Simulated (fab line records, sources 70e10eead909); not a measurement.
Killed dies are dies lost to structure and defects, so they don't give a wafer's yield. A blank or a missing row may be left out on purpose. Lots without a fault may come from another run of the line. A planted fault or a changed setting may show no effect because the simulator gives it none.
A struck lot beside a sound one | flow nand_harc | 20 steps out of a route of 1302
Sound: wafers L303.3, L303.5, L303.6. Struck: wafer L312.6. (L312.4 of the same lot was not struck and is left out.) The cause comes at the end.
At each step with rows: each side's tool, then ch and its chambers, then its first start. Under that, the readings that differ: sound wafers | struck wafers | difference of the means | sigmas: that difference in standard deviations of wafers without a fault.
alike: readings whose means differ by less than 2 such deviations, and words and numbers that are the same on both sides. not compared: withheld readings, readings that some wafer has no value for, bounds like >300 that may hide the same value, and numbers for which the record gives no deviation and whose values overlap.
The two part at a step that has a row with sigmas, a row that says differs or no value, or rows on one side only. Numbers that don't overlap but have no deviation are shown without sigmas and don't part them. A reading that every wafer of one side lacks parts them only if that side has two wafers or more.

NHARC_P_GATE_ALD_36: deposits SiNx, target thk 20 nm, pulse time 60 s, ald cycles 223.
  sound on ald_sin-01 ch 2,3, day 5 10:56; struck on ald_sin-01 ch 3, day 9 08:28
  alike: heater_power_w, precursor_pulse_height_rel
NHARC_P_GATE_ETCHBACK_37: etches the open film in CHF3/O2, target depth 34.5 nm, time 17.2 s.
  sound on rie_diel-11 ch 0,2,3; struck on rie_diel-03 ch 1
  alike: drypump_motor_current_A, oes_product_au, rf_vpp_V, showerhead_plenum_p_Torr, throttle_valve_pct
  not compared: rf_hours_counter_h
NHARC_P_GATE_STRIP_101: strips in O2, time 20 s.
  sound on rie_diel-11 ch 0,2,3, day 5 20:30; struck on rie_diel-03 ch 3, day 9 12:50
  reading      | sound          | struck | difference | sigmas
  rf_vpp_V (V) | 57.1 57.9 57.5 | 59.5   | +2.0       | +2
  alike: drypump_motor_current_A, oes_product_au, showerhead_plenum_p_Torr, throttle_valve_pct
  not compared: rf_hours_counter_h
then, 9 steps without rows for these wafers: NHARC_P_GATE_PRECLEAN_97 (cleans in SPM, time 600 s); NHARC_P_GATE_SRD_98; NHARC_P_GATE_PRECLEAN_99 (cleans in SC1); NHARC_P_GATE_SRD_100; NHARC_P_GATE_DEHYDRATE_38 (time 120 s); NHARC_P_GATE_HMDS_39 (time 30 s); NHARC_P_GATE_COAT_40; NHARC_P_GATE_SOFTBAKE_41 (time 95 s); NHARC_P_GATE_EBR_42.
NHARC_P_GATE_EXPOSE_43: exposes mask P NSD, target cd 720 nm.
  sound on krf_scanner-03 ch 0, day 5 21:16; struck on krf_scanner-03 ch 0, day 9 13:29
  alike: mask
then, 2 steps without rows for these wafers: NHARC_P_GATE_PEB_44 (peb time 85 s); NHARC_P_GATE_DEVELOP_45 (time 70 s).
NHARC_P_GATE_CD_MEAS_46: target cd 720 nm.
  sound on cd_sem-01 ch 0, day 5 21:25; struck on cd_sem-02 ch 0, day 9 13:38
  reading    | sound             | struck | difference | sigmas
  cd_nm (nm) | 723.1 723.5 723.2 | 727.4  | +4.1       | +3
then, 1 step without rows for these wafers: NHARC_P_GATE_HARDBAKE_47 (time 80 s).
NHARC_P_GATE_DESCUM_48: chemistry O2, time 3 s.
  sound on rie_diel-11 ch 2,3, day 5 21:35; struck on rie_diel-03 ch 2, day 9 13:47
  reading                 | sound             | struck | difference | sigmas
  model.P_GATE.cd_nm (nm) | 722.7 723.8 722.6 | 727.3  | +4.3       |
  alike: drypump_motor_current_A, oes_product_au, rf_vpp_V, showerhead_plenum_p_Torr, throttle_valve_pct
  not compared: rf_hours_counter_h
then, 1 step without rows for these wafers: NHARC_P_GATE_IMPLANT_49.
-- the record jumps here: 20 days lie between the struck wafers' starts before and after (it left off in module P_GATE and takes up again in module END, whose first step shown is number 1302 of the route) --
NHARC_END_SORT_01:
  sound on prober-01 ch 0, day 24 20:09; struck on prober-02 ch 0, day 29 09:03
  alike: killed_at_array, killed_at_other, killed_at_periphery, killed_dies, killed_open, killed_short

WHERE THEY PART
First at NHARC_P_GATE_STRIP_101; last, within this record, at NHARC_P_GATE_CD_MEAS_46. Later steps at which nothing parts them and some readings are alike: NHARC_P_GATE_DESCUM_48, NHARC_END_SORT_01.

WHY: what the simulator had put in
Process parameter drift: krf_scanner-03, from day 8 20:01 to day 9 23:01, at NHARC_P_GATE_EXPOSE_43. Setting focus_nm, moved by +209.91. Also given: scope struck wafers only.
